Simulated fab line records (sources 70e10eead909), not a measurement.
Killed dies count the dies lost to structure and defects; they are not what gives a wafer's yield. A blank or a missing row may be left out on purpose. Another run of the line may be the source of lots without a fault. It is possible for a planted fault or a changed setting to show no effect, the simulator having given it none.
Matching of chambers ; flow nand harc ; NHARC_P_BONDPAD_CMP_32 on cmp-02: 4 sister chambers
The step polishes SiCN, target thk 200 nm. 24 wafers are shown with their chamber, then 12 later ones without.

WAFERS WITH THEIR CHAMBER
wafer;chamber;motor current A (A);retaining ring pressure frac
L074.3;2;11.5;0.999
L074.4;3;13.5;1.009
L074.6;3;12.3;1.007
L077.1;1;12.3;0.998
L077.5;2;11.6;1.007
L077.6;1;11.4;0.995
L079.2;2;11.7;0.999
L079.4;1;11.4;0.996
L079.6;2;12.1;0.996
L081.4;0;13.7;0.997
L081.5;2;11.9;1.000
L081.6;1;11.8;0.991
L082.2;1;12.3;1.004
L082.4;2;11.7;1.001
L082.5;0;12.4;1.002
L083.2;1;12.0;0.999
L083.4;0;12.4;0.998
L083.6;3;13.6;1.000
L085.3;3;13.7;0.995
L085.4;0;12.9;1.008
L085.6;1;11.2;1.003
L087.2;2;12.2;1.005
L087.3;0;12.8;1.007
L087.6;1;12.0;0.999

SIGNATURES (means of the wafers above)
reading;chamber 0;chamber 1;chamber 2;chamber 3;scatter within a chamber
motor current A;12.840;11.800;11.814;13.275;0.452
retaining ring pressure frac;1.00240;0.99812;1.00100;1.00275;0.00467
Rule: a wafer's distance from a chamber is the root of the sum, over the readings, of the square of ((its reading less the chamber's mean) divided by the reading's scatter). If the next closest chamber is less than 2 further off than the closest, the wafer can't be placed; otherwise it belongs to the closest. The scatter: the root of (the sum of the squares of (reading less its chamber's mean) over the shown wafers, divided by (wafers less chambers)).

WAFERS WITHOUT THEIR CHAMBER
wafer;motor current A (A);retaining ring pressure frac
L088.2;13.9;0.994
L088.4;13.5;1.003
L088.5;12.1;1.002
L093.1;13.0;0.998
L093.2;11.4;0.994
L093.4;13.6;1.001
L094.2;11.0;1.001
L094.5;11.7;1.012
L094.6;13.6;0.996
L095.3;13.7;0.998
L095.5;12.0;1.006
L095.6;13.3;0.995

WHICH CHAMBER EACH ONE RAN IN
wafer;from the rows above;in truth
L088.2;can't be placed: 3 or 0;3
L088.4;can't be placed: 3 or 0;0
L088.5;can't be placed: 2 or 1 or 0 or 3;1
L093.1;can't be placed: 0 or 3 or 1 or 2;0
L093.2;can't be placed: 1 or 2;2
L093.4;can't be placed: 3 or 0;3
L094.2;can't be placed: 2 or 1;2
L094.5;can't be placed: 2 or 1 or 0 or 3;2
L094.6;can't be placed: 3 or 0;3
L095.3;can't be placed: 3 or 0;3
L095.5;can't be placed: 2 or 1 or 0 or 3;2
L095.6;can't be placed: 3 or 0 or 1 or 2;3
Correctly placed: 0 of 12. Can't be placed from these rows: 12 (the true chamber is among the candidates in 12). 0 placed wrongly.
